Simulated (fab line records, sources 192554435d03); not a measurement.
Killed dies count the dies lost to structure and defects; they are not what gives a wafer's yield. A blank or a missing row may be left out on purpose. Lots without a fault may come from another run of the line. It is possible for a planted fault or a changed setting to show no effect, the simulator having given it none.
A single fault, viewed from 2 desks ; flow n5Finfet ; only its own numbers are on each desk; what lay behind them is given at the end

AT THE METROLOGY DESK
What the gauges read for every lot (on any tool): the sampled wafers with a number, averaged. Any lot whose mean is over 4 standard deviations away from the usual mean is out of limits and marked OUT; that distance is given in the brackets. 7 of its 15 readings are shown: the first one out of limits and those lying furthest out on some lot.
Columns: A = DIBL_P at N5_BEOL_M4_RC_MEAS_101, usual 37.1 mV/V; B = IOFF_N at N5_BEOL_M4_RC_MEAS_101, usual 0.17 nA/um; C = ION_P at N5_BEOL_M4_RC_MEAS_101, usual 462 uA/um; D = SS_N at N5_BEOL_M4_RC_MEAS_101, usual 71.8 mV/dec; E = SS_P at N5_BEOL_M4_RC_MEAS_101, usual 73.6 mV/dec; F = V7_OVL at N5_BEOL_M8_OVL_MEAS_29, usual -0.2 nm; G = trenchDepthNm at N5_BEOL_M8_OCD_MEAS_38, usual 92.6 nm
lot;first seen here;A;B;C;D;E;F;G
L152;day 8 17:35;37.9;0.19;449;72.0;73.8;-0.5;92.6
L157;day 9 03:45;39.5;0.20;468;71.8;74.2;-0.2;93.6
L158;day 9 06:20;37.7;0.18;461;71.8;73.3;0.2;94.6
L160;day 10 02:35;37.3;0.17;462;72.2;74.2;-0.9;93.2
L164;day 11 02:46;38.5;0.19;462;72.3;73.4;-0.1;62.3 (-13) OUT
L171;day 12 20:08;42.1;0.25;471;73.7;75.2;-0.4;94.6
L173;day 13 11:34;34.0;0.15;459;71.7;72.8;-1.2;92.8
L174;day 13 14:06;35.0;0.16;464;71.5;73.1;-0.3;93.5
L175;day 13 14:38;38.8;0.21;479;72.4;74.4;-1.7;93.4
This desk's verdict: out of limits on L164, starting with L164 at day 12 13:11 (trenchDepthNm at N5_BEOL_M8_OCD_MEAS_38). Within limits: L152, L157, L158, L160, L171, L173, L174, L175.

AT THE TOOL OWNER'S DESK: pvdSputter-01
The tool's own readings at N5_BEOL_M8_HM_DEP_02 (deposits TiN, target thk 20 nm): means of the sampled wafers that have a number, for each lot that ran on this tool. Any lot whose mean is over 4 standard deviations away from the usual mean is out of limits and marked OUT; that distance is given in the brackets.
Columns: A = susceptorTempC at N5_BEOL_M8_HM_DEP_02, usual 25.01 C; B = throttleValvePct at N5_BEOL_M8_HM_DEP_02, usual 29.5 %
lot;first seen here;A;B
L152;day 10 07:12;24.98;29.0
L157;day 10 08:55;25.05;28.6
L158;day 10 17:23;24.94;29.6
L160;day 11 07:49;24.99;29.6
L164;day 12 09:14;25.00;29.7
Result from this desk: across the 5 lots, nothing is out of limits.

TAKEN TOGETHER
The metrology desk could have raised an alarm at day 12 13:11, on L164.
Nothing out of limits was seen by the tool owner's desk.
Tool owner's desk: L164 on record, inside its limits.
The lots listed all ran N5_BEOL_M8_HM_DEP_02 on pvdSputter-01.

WHAT HAD BEEN PUT IN BY THE SIMULATOR
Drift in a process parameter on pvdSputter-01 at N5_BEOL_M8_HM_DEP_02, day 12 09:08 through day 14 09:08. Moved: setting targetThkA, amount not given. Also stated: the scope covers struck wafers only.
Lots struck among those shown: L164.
Time in hours between the start of the fault and the first out-of-limits reading at each desk: metrology desk, 4.
